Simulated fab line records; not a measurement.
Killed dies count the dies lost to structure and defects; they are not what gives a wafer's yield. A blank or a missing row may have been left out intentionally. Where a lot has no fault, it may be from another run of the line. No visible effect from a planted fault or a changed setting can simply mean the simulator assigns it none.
Split-lot trial    flow n5Finfet    7 lots, 21 wafers read, on a route of 1938 steps

THE SPLIT
At N5_BEOL_M10_EXPOSE_25 (exposes mask V9), the setting doseMj was moved away from the recipe's 85.5 on 5 of the 21 wafers read, by -3.9% to +6.1%. For the rest of the wafers, this setting stayed at what the recipe calls for.

FROM THE SPLIT TO THE READING: what the file shows between them, 2 steps
- N5_BEOL_M10_PEB_26: peb time 60 s
- N5_BEOL_M10_DEVELOP_27: develop time 30 s

THE READING
cdNm (nm) at N5_BEOL_M10_CD_MEAS_28, where the cd target is 70 nm. On this fab line, fault-free wafers typically give 70.3 nm with a standard deviation of 1 nm.

wafer   tool, chamber at the split  doseMj as run  against the recipe  cdNm, nm  against lot-mates on the recipe
L077.1  arfiScanner-01, 0           85.5           recipe              70.6      -
L077.5  arfiScanner-01, 0           82.17          -3.9%               68.0      -2.8
L077.6  arfiScanner-01, 0           85.5           recipe              71.0      -
L084.2  arfiScanner-01, 0           90.37          +5.7%               75.6      +5.1
L084.5  arfiScanner-01, 0           85.5           recipe              69.5      -
L084.6  arfiScanner-01, 0           85.5           recipe              71.5      -
L086.2  arfiScanner-02, 0           85.5           recipe              69.9      -
L086.5  arfiScanner-02, 0           85.5           recipe              69.9      -
L086.6  arfiScanner-02, 0           85.5           recipe              70.3      -
L087.1  arfiScanner-03, 0           85.5           recipe              71.7      -
L087.3  arfiScanner-03, 0           85.5           recipe              70.1      -
L087.4  arfiScanner-03, 0           85.5           recipe              70.8      -
L090.1  arfiScanner-03, 0           85.5           recipe              70.5      -
L090.3  arfiScanner-03, 0           90.69          +6.1%               75.6      +4.6
L090.4  arfiScanner-03, 0           85.5           recipe              71.5      -
L094.2  arfiScanner-03, 0           85.5           recipe              71.3      -
L094.4  arfiScanner-03, 0           85.5           recipe              70.8      -
L094.5  arfiScanner-03, 0           88.67          +3.7%               73.1      +2.0
L096.2  arfiScanner-01, 0           89.34          +4.5%               74.1      +4.3
L096.5  arfiScanner-01, 0           85.5           recipe              70.2      -
L096.6  arfiScanner-01, 0           85.5           recipe              69.4      -

FIT RESULTS
A straight line over all 21 wafers: cdNm changes by +0.793 nm for each +1% of doseMj; r = +0.94; the points scatter about the line by 0.67 nm.
The same after taking each lot's own level away (the mean of its wafers on the recipe; 21 wafers): +0.798 nm for each +1%; r = +0.96; scatter 0.57 nm.
The reading moves by 4.8 nm for the largest change in doseMj, on that fit.
Measured against the standard deviation above, the lots' own levels, which go from 69.80 to 71.05 nm, span 1.2 times it.
Hence the lot-to-lot level has little effect on the slope; both slopes agree.
Check: +4.98 nm against its lot-mates is what the line predicts for one of the wafers moved furthest among these (+6.1%) when that wafer is left out of the fit. It came out at +4.6 nm against them.

OTHER SPLITS APPLIED TO THESE WAFERS
Note: prior to the reading, these wafers also went through further splits. Each is held against what the fit with the lots' levels taken away leaves over:
other split on the same wafers   wafers away from the commonest value  r with cdNm (lot level and that fit taken away)
N5_BEOL_M7_ETCH_41 sourceW       6                                     -0.45
N5_BEOL_M8_DESCUM_33 timeS       9                                     -0.13
N5_BEOL_M8_TRENCH_ETCH_37 biasW  5                                     +0.21
N5_BEOL_M9_ETCH_66 biasW         9                                     -0.01
N5_BEOL_M9_TRENCH_ETCH_37 biasW  10                                    -0.19

FILE'S OWN FIT
cdNm changes by +0.803 nm for each +1% of doseMj, r = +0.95.
